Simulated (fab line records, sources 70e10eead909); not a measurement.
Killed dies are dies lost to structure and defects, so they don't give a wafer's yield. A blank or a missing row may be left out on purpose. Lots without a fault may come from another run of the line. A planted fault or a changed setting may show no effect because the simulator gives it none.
fab line records | flow nand_harc
record lots=11 wafers=33 last_day=34
route steps=1302 shown P_STI@81 END@1302
lots that met no fault: from a run of the same line without faults
start_h: hours from the record's first day to the start of the lot's first wafer shown | wait_h: hours since the lot's step before | " the same as in the row above | L1.1+2: a row that stands for several wafers | - no value, or no start given | * or withheld: withheld | < > ~ a bound
route shown NAME@n: a module of which the file shows steps, and the number in the route of the first | usual: mean/standard deviation of fault-free wafers | same: alike in all rows | chamber/n: place in a boat | sites: the reading at each site | _std_site: their standard deviation | _edge_site: outer sites' mean less inner sites' | radius_mm: how far each site lies from the wafer's centre | mask NAME#n: copy n | behind: the tool/chamber that last shaped the wafer | hold: why the lot was held/for how many hours/how that ended | device: the transistor (n, p or np) that didn't switch | end of line: the same wafers' tests at the end of the route | a step without rows: its recipe alone | killed: dies lost to structure and defects at the first sort, not the wafer's yield | map: a wafer's dies, x killed, . not, _ none there
set.NAME: the setting as run; set.NAME@STEP: as run at that earlier step | model.NAME: the simulator's own value behind a step, which no gauge read
steps of the route over a sample of lots; a table a step, a row a wafer
services: from which hour (start_h, from the record's first day; less than 0 if before it) a tool's chamber was out of use, for how many hours, and why
## steps
# step NHARC_P_STI_PEB_07
# recipe peb_temp_c=128 peb_time_s=80
# usual heater_power_total_W=189.7/0.76 plate_temp_C=127.99/0.13 resist_line_temp_C=23.00/0.11
# same peb_time_s=80
# columns lot.wafer tool chamber start_h wait_h heater_power_total_W plate_temp_C resist_line_temp_C
L395.1 litho_track-03 0 55.27 0.1 190.7 127.81 22.94
L395.4 " 0 " " 188.6 128.10 22.84
L395.6 " 0 " " 189.1 127.87 22.84
L396.1 litho_track-05 0 64.42 0.1 188.6 128.17 23.12
L396.5 " 0 " " 189.3 128.21 22.97
L396.6 " 0 " " 189.1 128.24 22.80
L397.1 litho_track-03 0 75.30 0.1 190.2 127.76 23.20
L397.5 " 0 " " 188.9 127.91 23.17
L397.6 " 0 " " 189.3 127.86 23.11
L405.1 litho_track-03 0 157.20 0.1 189.4 127.88 22.99
L405.2 " 0 " " 190.7 128.00 22.78
L405.3 " 0 " " 190.4 127.99 22.92
L406.1 litho_track-07 0 166.84 0.1 188.6 127.91 23.02
L406.2 " 0 " " 190.4 127.96 22.93
L406.5 " 0 " " 189.9 127.79 22.96
L411.2 litho_track-03 0 213.26 0.1 186.6 126.22 22.97
L411.3 " 0 " " 185.5 126.15 23.15
L411.5 " 0 " " 185.5 126.21 23.13
L412.1 litho_track-03 0 222.92 0.1 186.4 126.20 23.06
L412.3 " 0 " " 187.0 126.21 22.98
L412.4 " 0 " " 186.1 126.19 22.92
L413.1 litho_track-05 0 233.80 0.1 190.8 127.79 23.02
L413.3 " 0 " " 188.6 127.94 23.08
L413.4 " 0 " " 190.0 127.91 23.08
L414.1 litho_track-07 0 245.02 0.1 189.5 127.99 23.04
L414.4 " 0 " " 190.1 128.06 22.84
L414.5 " 0 " " 189.4 128.04 23.11
L416.2 litho_track-07 0 262.44 0.1 188.6 127.92 22.99
L416.3 " 0 " " 188.7 128.09 22.93
L416.6 " 0 " " 189.1 127.95 22.92
L417.3 litho_track-07 0 274.89 0.1 190.7 128.10 22.95
L417.5 " 0 " " 188.9 127.97 22.74
L417.6 " 0 " " 189.7 128.23 22.86
# step NHARC_P_STI_CD_MEAS_09
# recipe target_cd_nm=200 landing_energy_ev=500
# usual cd_nm=200.2/2.2
# columns lot.wafer tool chamber start_h wait_h cd_nm
L395.1 cd_sem-02 0 55.35 - 201.4
L395.4 " 0 " " 203.2
L395.6 " 0 " " 199.7
L396.1 cd_sem-03 0 64.50 - 201.1
L396.5 " 0 " " 200.2
L396.6 " 0 " " 204.3
L397.1 cd_sem-02 0 75.39 - 202.1
L397.5 " 0 " " 199.3
L397.6 " 0 " " 202.4
L405.1 cd_sem-01 0 157.28 - 199.9
L405.2 " 0 " " 200.2
L405.3 " 0 " " 198.4
L406.1 cd_sem-02 0 166.92 - 198.3
L406.2 " 0 " " 198.3
L406.5 " 0 " " 196.6
L411.2 cd_sem-02 0 213.34 - 183.4
L411.3 " 0 " " 183.7
L411.5 " 0 " " 182.2
L412.1 cd_sem-02 0 223.00 - 179.6
L412.3 " 0 " " 182.5
L412.4 " 0 " " 182.4
L413.1 cd_sem-03 0 233.89 - 202.4
L413.3 " 0 " " 196.3
L413.4 " 0 " " 197.9
L414.1 cd_sem-02 0 245.11 - 200.8
L414.4 " 0 " " 197.8
L414.5 " 0 " " 201.4
L416.2 cd_sem-03 0 262.53 - 199.9
L416.3 " 0 " " 199.4
L416.6 " 0 " " 199.7
L417.3 cd_sem-01 0 274.98 - 202.1
L417.5 " 0 " " 197.9
L417.6 " 0 " " 200.1
# step NHARC_P_STI_DESCUM_14
# recipe time_s=3 o2_flow_sccm=200 ar_flow_sccm=0 bias_power_w=0 chemistry=O2
# usual drypump_motor_current_A=6.1/0.51 oes_product_au=0.997/0.0089 rf_vpp_V=57.8/0.91 showerhead_plenum_p_Torr=1.94/0.076 throttle_valve_pct=11.311/0.009
# columns lot.wafer tool chamber start_h wait_h drypump_motor_current_A oes_product_au rf_hours_counter_h rf_vpp_V showerhead_plenum_p_Torr throttle_valve_pct
L395.4 rie_diel-13 1 55.61 - 4.8 0.976 3 58.2 1.99 11.295
L395.1 " 2 " " 6.5 0.988 3 56.8 1.93 11.313
L395.6 " 2 " " 6.5 0.980 - 57.5 1.93 11.315
L396.1 rie_diel-10 0 64.76 - 6.0 1.010 15 57.0 2.01 11.323
L396.5 " 0 " " 6.0 1.009 - 59.9 2.01 11.310
L396.6 " 1 " " 5.9 0.987 - 57.4 1.94 11.314
L397.1 rie_diel-10 2 75.66 - 6.3 1.011 0 57.1 1.81 11.296
L397.6 " 1 " " 5.9 1.003 - 58.6 1.94 11.303
L397.5 " 2 " " 6.3 1.005 - 57.2 1.81 11.296
L405.1 rie_diel-09 2 157.55 - 6.6 0.982 0 57.0 1.85 11.315
L405.2 " 3 " " 5.4 1.013 0 57.2 2.06 11.305
L405.3 " 0 " " 6.4 0.982 0 58.4 2.01 11.306
L406.2 rie_diel-10 2 167.19 - 6.3 1.010 8 56.1 1.80 11.313
L406.1 " 3 " " 6.2 1.005 7 57.9 2.06 11.320
L406.5 " 1 " " 6.0 0.993 - 58.4 1.94 11.310
L411.2 rie_diel-10 3 213.60 - 6.2 1.007 12 57.7 2.06 11.304
L411.3 " 0 " " 6.0 1.003 12 57.7 2.01 11.304
L411.5 " 0 " " 6.0 0.998 - 57.9 2.01 11.305
L412.3 rie_diel-13 3 223.27 - 6.1 1.006 3 58.3 1.95 11.323
L412.4 " 0 " " 6.3 0.995 3 56.9 1.90 11.334
L412.1 " 1 " " 4.9 0.990 2 57.2 1.99 11.322
L413.1 rie_diel-09 0 234.15 - 6.4 1.003 6 58.8 2.01 11.310
L413.4 " 2 " " 6.6 0.993 6 57.7 1.85 11.311
L413.3 " 3 " " 5.4 1.024 5 58.3 2.05 11.306
L414.1 rie_diel-13 1 245.37 - 4.9 1.007 4 58.4 1.99 11.327
L414.4 " 2 " " 6.5 0.995 2 57.9 1.92 11.317
L414.5 " 0 " " 6.2 0.997 - 57.4 1.90 11.320
L416.3 rie_diel-13 1 262.79 - 4.9 1.007 5 58.6 1.99 11.316
L416.2 " 3 " " 6.1 1.015 5 57.7 1.95 11.294
L416.6 " 2 " " 6.5 0.998 - 59.1 1.92 11.304
L417.3 rie_diel-13 3 275.27 - 6.1 1.012 6 58.0 1.95 11.296
L417.6 " 1 " " 4.9 1.001 - 57.9 1.99 11.324
L417.5 " 2 " " 6.5 1.000 - 56.3 1.92 11.319
# step NHARC_P_STI_ETCH_31
# recipe target_depth_a=1089 time_s=54.5 cf4_flow_sccm=100 chf3_flow_sccm=30 ar_flow_sccm=0 rf_w=500 bias_w=200 chemistry=CF4/CHF3
# usual drypump_motor_current_A=6.0/0.53 oes_product_au=0.959/0.018 rf_vpp_V=371.4/2 showerhead_plenum_p_Torr=1.60/0.06 throttle_valve_pct=16.802/0.0099
# columns lot.wafer tool chamber start_h wait_h drypump_motor_current_A oes_product_au rf_hours_counter_h rf_vpp_V showerhead_plenum_p_Torr throttle_valve_pct
L395.1 rie_diel-13 3 - - 6.1 0.922 3 371.7 1.60 16.807
L395.4 " 1 " " 4.8 0.929 3 372.2 1.64 16.808
L395.6 " 3 " " 6.1 0.925 - 371.0 1.60 16.785
L396.1 rie_diel-10 0 - - 6.0 0.978 15 373.7 1.65 16.801
L396.6 " 1 " " 5.9 0.962 - 371.2 1.59 16.800
L396.5 " 2 " " 6.3 0.975 - 367.1 1.49 16.795
L397.1 rie_diel-10 2 - - 6.3 0.973 0 366.9 1.49 16.796
L397.6 " 2 " " 6.3 0.972 - 368.9 1.49 16.791
L397.5 " 3 " " 6.2 0.975 - 375.5 1.69 16.796
L405.3 rie_diel-09 0 - - 6.4 0.972 0 373.5 1.65 16.805
L405.2 " 1 " " 6.3 0.953 0 367.9 1.52 16.821
L405.1 " 2 " " 6.6 0.949 0 370.6 1.53 16.820
L406.1 rie_diel-10 1 - - 5.9 0.955 8 369.9 1.59 16.811
L406.2 " 2 " " 6.3 0.967 8 368.1 1.49 16.810
L406.5 " 2 " " 6.2 0.973 - 367.6 1.49 16.790
L411.3 rie_diel-10 0 - - 6.0 0.951 12 373.2 1.65 16.809
L411.2 " 1 " " 5.9 0.951 12 372.1 1.59 16.791
L411.5 " 1 " " 6.0 0.945 - 372.4 1.59 16.788
L412.3 rie_diel-13 0 - - 6.2 0.925 3 369.4 1.56 16.797
L412.1 " 1 " " 4.8 0.927 2 372.8 1.63 16.804
L412.4 " 3 " " 6.1 0.939 3 372.4 1.60 16.805
L413.4 rie_diel-09 1 - - 6.3 0.944 6 369.6 1.52 16.826
L413.3 " 2 " " 6.6 0.959 6 368.4 1.53 16.814
L413.1 " 3 " " 5.4 0.984 5 373.6 1.68 16.791
L414.1 rie_diel-13 3 - - 6.1 0.980 4 371.7 1.60 16.791
L414.4 " 0 " " 6.3 0.963 4 370.6 1.56 16.803
L414.5 " 2 " " 6.5 0.964 - 370.0 1.58 16.811
L416.3 rie_diel-13 1 - - 4.8 0.972 5 373.6 1.63 16.804
L416.2 " 3 " " 6.1 0.985 5 372.6 1.60 16.792
L416.6 " 1 " " 4.8 0.969 - 372.6 1.63 16.811
L417.3 rie_diel-13 3 - - 6.1 0.981 6 371.5 1.60 16.789
L417.6 " 1 " " 4.8 0.962 - 372.6 1.63 16.798
L417.5 " 2 " " 6.5 0.952 - 371.0 1.58 16.809
# step NHARC_P_STI_ETCH_15
# recipe target_depth_a=3000 taper_deg=4 time_s=100.1 hbr_flow_sccm=150 cl2_flow_sccm=50 rf_w=400 icp_w=400 bias_w=100 chemistry=HBr/Cl2
# usual drypump_motor_current_A=5.6/0.35 mfc_cl2_sccm=50.01/0.16 oes_product_au=0.999/0.0094 throttle_valve_pct=26.406/0.0086
# columns lot.wafer tool chamber start_h wait_h drypump_motor_current_A mfc_cl2_sccm oes_product_au rf_hours_counter_h throttle_valve_pct
L395.4 rie_si-01 3 55.90 - 6.1 50.09 1.012 0.2 26.419
L395.1 " 0 " " 5.2 49.82 1.007 0.2 26.408
L395.6 " 2 " " 5.7 49.92 1.007 - 26.404
L396.1 rie_si-06 3 65.04 - 5.9 49.88 0.996 0.9 26.404
L396.6 " 3 " " 5.9 50.05 0.988 - 26.423
L396.5 " 0 " " 5.6 50.19 0.994 - 26.405
L397.1 rie_si-02 1 75.93 - 5.4 49.98 1.002 1.0 26.415
L397.5 " 1 " " 5.4 49.92 0.993 - 26.404
L397.6 " 2 " " 5.3 49.83 1.008 - 26.402
L405.1 rie_si-02 3 157.82 - 6.3 50.15 0.981 0.2 26.399
L405.2 " 1 " " 5.4 49.98 0.992 0.3 26.405
L405.3 " 2 " " 5.4 50.10 1.008 0.2 26.415
L406.2 rie_si-01 0 167.47 - 5.2 50.11 1.004 0.8 26.412
L406.1 " 3 " " 6.1 49.98 1.005 0.9 26.412
L406.5 " 0 " " 5.2 49.97 0.997 - 26.398
L411.3 rie_si-01 0 213.93 - 5.2 50.26 1.006 0.1 26.400
L411.2 " 2 " " 5.8 49.93 1.007 0.1 26.412
L411.5 " 3 " " 6.1 49.65 1.019 - 26.398
L412.1 rie_si-06 0 223.54 - 5.7 50.02 1.004 1.0 26.417
L412.4 " 1 " " 5.6 50.30 1.005 1.0 26.404
L412.3 " 3 " " 5.9 49.95 0.998 0.8 26.413
L413.4 rie_si-06 0 234.42 - 5.6 49.83 0.992 1.1 26.381
L413.1 " 2 " " 5.1 50.04 0.993 0.9 26.394
L413.3 " 3 " " 5.8 50.11 1.000 0.9 26.408
L414.4 rie_si-06 1 245.64 - 5.6 50.28 1.003 1.3 26.399
L414.1 " 2 " " 5.1 49.98 0.995 1.0 26.404
L414.5 " 2 " " 5.1 49.93 0.997 - 26.410
L416.3 rie_si-02 1 263.06 - 5.4 49.93 0.986 1.1 26.413
L416.2 " 3 " " 6.3 49.85 0.984 0.9 26.425
L416.6 " 1 " " 5.4 50.11 0.981 - 26.415
L417.3 rie_si-01 3 275.55 - 6.1 50.01 1.000 0.5 26.406
L417.6 " 2 " " 5.8 50.05 0.997 - 26.405
L417.5 " 3 " " 6.1 50.03 1.001 - 26.401
# step NHARC_P_STI_OCD_MEAS_17
# usual trench_depth_nm=300/4.2 trench_foot_cd_nm=158.2/2.2
# columns lot.wafer tool chamber start_h wait_h trench_depth_nm trench_foot_cd_nm
L395.1 ocd-01 - 56.14 0.1 300 159.7
L395.4 " - " " 306 160.0
L395.6 " - " " 307 156.5
L396.1 ocd-01 - 65.29 0.1 300 158.9
L396.5 " - " " 297 159.0
L396.6 " - " " 295 163.4
L397.1 ocd-02 - 76.18 0.1 299 159.4
L397.5 " - " " 298 157.5
L397.6 " - " " 309 159.3
L405.1 ocd-01 - 158.06 0.1 289 159.8
L405.2 " - " " 296 158.8
L405.3 " - " " 304 156.2
L406.1 ocd-02 - 167.75 0.1 303 156.3
L406.2 " - " " 301 156.1
L406.5 " - " " 303 154.0
L411.2 ocd-02 - 214.17 0.1 304 140.4
L411.3 " - " " 302 141.4
L411.5 " - " " 305 139.1
L412.1 ocd-01 - 223.80 0.1 300 138.5
L412.3 " - " " 301 140.4
L412.4 " - " " 304 140.2
L413.1 ocd-02 - 234.67 0.1 299 161.0
L413.3 " - " " 300 154.1
L413.4 " - " " 297 156.0
L414.1 ocd-01 - 245.89 0.1 299 158.8
L414.4 " - " " 301 156.2
L414.5 " - " " 301 159.4
L416.2 ocd-01 - 263.31 0.1 290 159.9
L416.3 " - " " 295 158.0
L416.6 " - " " 296 158.1
L417.3 ocd-01 - 275.79 0.1 305 159.2
L417.5 " - " " 302 155.5
L417.6 " - " " 298 158.4
# step NHARC_END_SORT_01
# recipe temp_c=25
# usual killed_at_array=61/20 killed_at_other=0.9/1.1 killed_at_periphery=3.7/2.5 killed_dies=65/21 killed_open=3.3/1.8 killed_short=2.3/1.5
# same gross_dies=677
# columns lot.wafer tool chamber start_h wait_h killed_at_array killed_at_other killed_at_periphery killed_dies killed_open killed_short
L395.1 prober-01 0 582.11 2.5 46 0 4 50 3 4
L395.4 prober-01 0 584.52 3.4 59 0 0 59 4 2
L395.6 prober-01 0 586.12 4.0 47 0 2 49 3 3
L396.1 prober-02 0 582.14 2.5 67 0 1 68 3 1
L396.5 prober-02 0 585.35 3.7 77 2 6 85 3 4
L396.6 prober-02 0 586.16 4.0 83 2 6 91 6 2
L397.1 prober-01 0 591.37 2.5 44 1 1 46 1 3
L397.5 prober-01 0 594.60 3.7 40 0 9 49 4 3
L397.6 prober-01 0 595.41 4.0 42 0 5 47 2 1
L405.1 prober-02 0 675.35 2.5 42 1 10 53 2 0
L405.2 prober-02 0 676.16 2.8 37 0 5 42 3 1
L405.3 prober-02 0 676.97 3.1 41 0 8 49 4 1
L406.1 prober-01 0 690.00 2.5 21 1 10 32 4 3
L406.2 prober-01 0 690.80 2.8 30 1 3 34 3 2
L406.5 prober-01 0 693.22 3.7 21 2 6 29 2 0
L412.1 prober-02 0 748.31 2.5 74 0 4 78 6 5
L412.3 prober-02 0 749.94 3.1 71 0 4 75 1 4
L412.4 prober-02 0 750.76 3.4 76 0 3 79 2 1
L414.1 prober-01 0 761.49 2.4 41 0 0 41 1 0
L414.4 prober-01 0 763.91 3.4 53 0 1 54 1 3
L414.5 prober-01 0 764.71 3.7 52 1 3 56 6 2
L413.1 prober-01 0 769.34 2.5 80 2 2 84 0 4
L413.3 prober-01 0 770.95 3.1 88 0 4 92 7 3
L413.4 prober-01 0 771.75 3.4 80 0 1 81 2 4
L416.2 prober-01 0 789.02 2.8 74 0 2 76 6 1
L416.3 prober-01 0 789.83 3.1 74 0 5 79 1 0
L416.6 prober-01 0 792.26 4.0 88 0 5 93 6 1
L417.3 prober-02 0 811.99 3.1 73 1 3 77 7 2
L417.5 prober-02 0 813.60 3.7 59 0 3 62 5 2
L417.6 prober-02 0 814.41 4.0 59 2 0 61 2 5
# killed by level:class
L395.1 A_CHANNEL_HOLE_D2:chamber_film_flake=28 A_CONTACT:chamber_film_flake=5 P_CONTACT:geometric_particle:open=3 A_CHANNEL_HOLE_D1:chamber_film_flake=3 A_DECK1_JOINT:geometric_particle:short=2 A_DECK1_JOINT:chamber_film_flake=2 A_M0:chamber_film_flake=2 A_CHANNEL_FILL_D1:geometric_particle:short=1
L396.1 A_CHANNEL_HOLE_D1:chamber_film_flake=26 A_SLIT:chamber_film_flake=26 A_M1:chamber_film_flake=4 A_CHANNEL_HOLE_D2:chamber_film_flake=3 A_SOURCE_PLATE:geometric_particle:short=1 A_CHANNEL_FILL_D2:geometric_particle:open=1 A_SGD_CUT:geometric_particle:open=1 A_WL_FILL:geometric_particle:open=1
L395.4 A_CHANNEL_HOLE_D2:chamber_film_flake=38 A_CHANNEL_HOLE_D1:chamber_film_flake=4 A_WL_FILL:chamber_film_flake=3 A_M0:chamber_film_flake=3 A_DECK1_JOINT:geometric_particle:short=2 A_CONTACT:chamber_film_flake=2 A_ONON_D1:geometric_particle:open=1 A_DECK1_JOINT:geometric_particle:open=1
L396.5 A_CHANNEL_HOLE_D1:chamber_film_flake=34 A_SLIT:chamber_film_flake=20 A_CHANNEL_HOLE_D2:chamber_film_flake=6 A_M1:chamber_film_flake=4 P_M0:geometric_particle:open=2 P_M0:chamber_film_flake=2 A_WL_FILL:chamber_film_flake=2 A_CONTACT:chamber_film_flake=2
L395.6 A_CHANNEL_HOLE_D2:chamber_film_flake=30 A_CONTACT:chamber_film_flake=4 A_WL_FILL:geometric_particle:open=2 A_M1:geometric_particle:short=2 A_STAIRCASE:chamber_film_flake=2 A_CHANNEL_FILL_D1:geometric_particle:short=1 A_CHANNEL_FILL_D2:geometric_particle:open=1 P_GATE:chamber_film_flake=1
L396.6 A_CHANNEL_HOLE_D1:chamber_film_flake=32 A_SLIT:chamber_film_flake=25 A_CHANNEL_HOLE_D2:chamber_film_flake=12 P_M0:chamber_film_flake=4 A_M1:chamber_film_flake=3 A_M0:geometric_particle:open=2 A_CONTACT:chamber_film_flake=2 P_STI:geometric_particle:short=1
L397.1 A_SLIT:chamber_film_flake=19 A_CHANNEL_HOLE_D2:chamber_film_flake=8 A_CONTACT:chamber_film_flake=5 A_CHANNEL_HOLE_D1:chamber_film_flake=4 A_CHANNEL_FILL_D2:chamber_film_flake=2 A_SOURCE_PLATE:geometric_particle:short=1 A_CHANNEL_FILL_D1:geometric_particle:short=1 A_SGD_CUT:geometric_particle:open=1
L397.5 A_SLIT:chamber_film_flake=22 P_STI:chamber_film_flake=5 A_CHANNEL_HOLE_D2:chamber_film_flake=5 P_ZERO_WELL:chamber_film_flake=3 A_CONTACT:chamber_film_flake=3 A_DECK1_JOINT:geometric_particle:open=2 P_M2:geometric_particle:open=1 A_ONON_D1:geometric_particle:open=1
L397.6 A_SLIT:chamber_film_flake=24 A_CHANNEL_HOLE_D2:chamber_film_flake=5 P_STI:chamber_film_flake=4 A_STAIRCASE:chamber_film_flake=4 A_CHANNEL_HOLE_D1:chamber_film_flake=3 A_WL_FILL:geometric_particle:open=1 A_WL_FILL:geometric_particle:short=1 A_M0:geometric_particle:open=1
L405.1 A_CHANNEL_HOLE_D2:chamber_film_flake=16 A_CHANNEL_HOLE_D1:chamber_film_flake=10 A_CONTACT:chamber_film_flake=9 P_STI:chamber_film_flake=4 P_GATE:chamber_film_flake=4 P_BONDPAD:chamber_film_flake=2 A_CHANNEL_HOLE_D1:geometric_particle:open=1 A_CONTACT:geometric_particle:open=1
L405.2 A_CHANNEL_HOLE_D2:chamber_film_flake=16 A_CONTACT:chamber_film_flake=9 A_CHANNEL_HOLE_D1:chamber_film_flake=4 A_CHANNEL_FILL_D1:chamber_film_flake=4 P_GATE:chamber_film_flake=3 P_GATE:geometric_particle:open=1 A_BLC:geometric_particle:open=1 A_M0:geometric_particle:open=1
L405.3 A_CHANNEL_HOLE_D2:chamber_film_flake=19 A_CONTACT:chamber_film_flake=8 A_CHANNEL_FILL_D1:chamber_film_flake=5 P_STI:chamber_film_flake=3 A_CHANNEL_HOLE_D1:chamber_film_flake=3 P_GATE:chamber_film_flake=2 A_SGD_CUT:chamber_film_flake=2 P_CONTACT:geometric_particle:open=1
L406.1 P_M1:chamber_film_flake=5 A_CHANNEL_HOLE_D1:chamber_film_flake=4 A_CHANNEL_FILL_D1:chamber_film_flake=4 P_CONTACT:geometric_particle:short=2 P_GATE:chamber_film_flake=2 A_SLIT:chamber_film_flake=2 A_WL_FILL:chamber_film_flake=2 A_SOURCE_PLATE:geometric_particle:open=1
L406.2 A_CHANNEL_HOLE_D1:chamber_film_flake=7 A_SLIT:chamber_film_flake=6 A_STAIRCASE:chamber_film_flake=4 A_CONTACT:chamber_film_flake=3 P_GATE:chamber_film_flake=2 A_CHANNEL_FILL_D1:chamber_film_flake=2 A_WL_FILL:chamber_film_flake=2 A_ONON_D1:geometric_particle:short=1
L406.5 P_M1:chamber_film_flake=5 A_CHANNEL_HOLE_D1:chamber_film_flake=5 A_STAIRCASE:chamber_film_flake=4 A_SLIT:chamber_film_flake=4 A_WL_FILL:chamber_film_flake=3 A_CONTACT:chamber_film_flake=2 THIN_TSV:chamber_film_flake=2 A_ONON_D2:geometric_particle:open=1
L412.1 A_CHANNEL_HOLE_D1:chamber_film_flake=30 A_CHANNEL_HOLE_D2:chamber_film_flake=16 A_CONTACT:chamber_film_flake=9 A_SLIT:chamber_film_flake=4 A_STAIRCASE:chamber_film_flake=4 P_CONTACT:geometric_particle:open=2 A_CHANNEL_FILL_D1:geometric_particle:short=2 A_CHANNEL_FILL_D2:geometric_particle:open=2
L412.3 A_CHANNEL_HOLE_D1:chamber_film_flake=35 A_CHANNEL_HOLE_D2:chamber_film_flake=19 A_SLIT:chamber_film_flake=6 A_CHANNEL_FILL_D2:chamber_film_flake=3 A_CONTACT:chamber_film_flake=3 P_ZERO_WELL:chamber_film_flake=2 P_M1:geometric_particle:short=1 A_CHANNEL_FILL_D1:geometric_particle:short=1
L412.4 A_CHANNEL_HOLE_D1:chamber_film_flake=35 A_CHANNEL_HOLE_D2:chamber_film_flake=21 A_SLIT:chamber_film_flake=9 P_STI:area_peb=3 A_ONON_D1:geometric_particle:open=2 A_WL_FILL:chamber_film_flake=2 A_CONTACT:chamber_film_flake=2 A_ONON_D1:geometric_particle:short=1
L414.1 A_SLIT:chamber_film_flake=25 A_CHANNEL_HOLE_D1:chamber_film_flake=6 A_M1:chamber_film_flake=3 A_WL_FILL:chamber_film_flake=2 A_STAIRCASE:chamber_film_flake=2 A_DECK1_JOINT:geometric_particle:open=1 A_CHANNEL_FILL_D1:chamber_film_flake=1 A_DECK1_JOINT:chamber_film_flake=1
L414.4 A_SLIT:chamber_film_flake=26 A_CHANNEL_HOLE_D1:chamber_film_flake=7 A_M1:chamber_film_flake=6 A_STAIRCASE:chamber_film_flake=3 A_CONTACT:chamber_film_flake=3 A_CHANNEL_FILL_D1:chamber_film_flake=2 P_M0:geometric_particle:short=1 A_CHANNEL_FILL_D1:geometric_particle:short=1
L414.5 A_SLIT:chamber_film_flake=24 A_CHANNEL_HOLE_D1:chamber_film_flake=15 A_M1:chamber_film_flake=4 A_CONTACT:chamber_film_flake=2 P_GATE:geometric_particle:open=1 P_M0:geometric_particle:open=1 P_M1:geometric_particle:open=1 A_CHANNEL_HOLE_D1:geometric_particle:open=1
L413.1 A_SLIT:chamber_film_flake=31 A_CHANNEL_HOLE_D1:chamber_film_flake=28 A_CONTACT:chamber_film_flake=9 P_ZERO_WELL:chamber_film_flake=2 A_STAIRCASE:chamber_film_flake=2 THIN_TSV:chamber_film_flake=2 A_CHANNEL_FILL_D1:chamber_film_flake=2 A_DECK1_JOINT:chamber_film_flake=2
L413.3 A_SLIT:chamber_film_flake=33 A_CHANNEL_HOLE_D1:chamber_film_flake=31 A_CONTACT:chamber_film_flake=7 P_CONTACT:geometric_particle:open=2 A_CHANNEL_HOLE_D2:geometric_particle:open=2 P_ZERO_WELL:chamber_film_flake=2 A_CHANNEL_FILL_D1:chamber_film_flake=2 A_STAIRCASE:chamber_film_flake=2
L413.4 A_CHANNEL_HOLE_D1:chamber_film_flake=35 A_SLIT:chamber_film_flake=26 A_CONTACT:chamber_film_flake=9 A_CHANNEL_FILL_D1:chamber_film_flake=2 A_STAIRCASE:chamber_film_flake=2 P_M0:geometric_particle:short=1 A_ONON_D1:geometric_particle:short=1 A_CHANNEL_FILL_D1:geometric_particle:open=1
L416.2 A_CHANNEL_HOLE_D2:chamber_film_flake=21 A_SLIT:chamber_film_flake=21 A_CHANNEL_HOLE_D1:chamber_film_flake=15 A_CONTACT:chamber_film_flake=8 A_ONON_D2:geometric_particle:open=3 P_M0:geometric_particle:open=1 A_SOURCE_PLATE:geometric_particle:open=1 A_DECK1_JOINT:geometric_particle:short=1
L416.3 A_CHANNEL_HOLE_D2:chamber_film_flake=22 A_CHANNEL_HOLE_D1:chamber_film_flake=17 A_CONTACT:chamber_film_flake=14 A_SLIT:chamber_film_flake=13 A_STAIRCASE:chamber_film_flake=6 P_ZERO_WELL:chamber_film_flake=3 P_GATE:chamber_film_flake=2 A_M1:geometric_particle:open=1
L416.6 A_CHANNEL_HOLE_D2:chamber_film_flake=28 A_SLIT:chamber_film_flake=21 A_CHANNEL_HOLE_D1:chamber_film_flake=13 A_CONTACT:chamber_film_flake=8 A_STAIRCASE:chamber_film_flake=5 P_ZERO_WELL:chamber_film_flake=4 A_ONON_D2:geometric_particle:open=2 A_SGD_CUT:geometric_particle:open=2
L417.3 A_SLIT:chamber_film_flake=28 A_CHANNEL_HOLE_D2:chamber_film_flake=24 A_CHANNEL_HOLE_D1:chamber_film_flake=7 A_STAIRCASE:chamber_film_flake=3 A_SGD_CUT:chamber_film_flake=2 A_CONTACT:chamber_film_flake=2 P_CONTACT:geometric_particle:open=1 P_M0:geometric_particle:open=1
L417.5 A_SLIT:chamber_film_flake=16 A_CHANNEL_HOLE_D2:chamber_film_flake=15 A_CHANNEL_HOLE_D1:chamber_film_flake=11 A_CONTACT:chamber_film_flake=5 A_STAIRCASE:chamber_film_flake=3 A_CONTACT:geometric_particle:open=2 P_ZERO_WELL:chamber_film_flake=2 P_CONTACT:geometric_particle:open=1
L417.6 A_CHANNEL_HOLE_D2:chamber_film_flake=22 A_SLIT:chamber_film_flake=12 A_CHANNEL_HOLE_D1:chamber_film_flake=7 A_CONTACT:chamber_film_flake=6 A_ONON_D2:geometric_particle:short=2 A_ONON_D1:geometric_particle:short=1 A_CHANNEL_HOLE_D1:geometric_particle:short=1 A_CHANNEL_FILL_D1:geometric_particle:short=1
## services
# columns tool chamber start_h hours kind
rie_si-06 3 33.51 17.9 repair
rie_diel-10 3 50.98 8.3 repair
rie_diel-13 2 59.37 6.3 repair
rie_diel-10 - 65.74 9.0 pm
rie_si-06 - 72.00 9.0 pm
litho_track-07 - 76.00 7.0 pm
litho_track-03 - 100.00 7.0 pm
rie_diel-13 0 105.12 10.7 repair
rie_diel-10 0 125.24 10.0 repair
rie_diel-09 0 125.84 1.5 repair
rie_diel-09 2 128.87 5.4 repair
rie_si-01 0 129.65 6.8 repair
rie_diel-09 - 143.11 9.0 pm
rie_diel-13 2 161.37 24.0 repair
rie_diel-13 - 165.00 9.0 pm
rie_diel-09 3 172.76 7.4 repair
rie_diel-10 2 183.50 8.9 repair
rie_si-01 - 185.43 3.3 repair
rie_diel-10 2 201.88 16.8 repair
rie_diel-13 - 219.85 0.7 repair
rie_diel-10 - 242.74 9.0 pm
rie_diel-13 2 246.43 11.5 repair
rie_diel-13 3 259.19 2.5 repair
litho_track-03 - 275.00 7.0 pm
## key
first_sign step=NHARC_P_STI_PEB_07 reading=plate_temp_C direction=down sigmas=13 usual=* struck=*
effect step=NHARC_P_STI_PEB_07 reading=heater_power_total_W direction=down sigmas=4.6 usual=* struck=*
effect step=NHARC_P_STI_CD_MEAS_09 reading=cd_nm direction=down sigmas=8.1 usual=200.2 struck=182.3
effect step=NHARC_P_STI_OCD_MEAS_17 reading=trench_foot_cd_nm direction=down sigmas=8.1 usual=158.2 struck=140.0
met_at NHARC_P_STI_PEB_07
struck_lots L411,L412
rows_end L411.2,L411.3,L411.5
tester_left_out L412
not_acting_at NHARC_P_STI_DESCUM_14,NHARC_P_STI_ETCH_31,NHARC_P_STI_ETCH_15
onset_between 157.20 213.26
fault kind=process_parameter_drift tool=litho_track-03 chamber=- onset_h=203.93 steps=NHARC_P_STI_PEB_07 channel=peb_temp_c offset=* shape=step acts_in=* stated=*
# tester_left_out: of these lots the tester's yield and bins aren't shown, on N5 and GAA mostly nor the transistor test; their killed dies are dies lost to structure and defects alone, not to doping, threshold or leakage, so they don't give the yield
# rows_end: these wafers met a further fault down the route, and their rows from its step on are left out
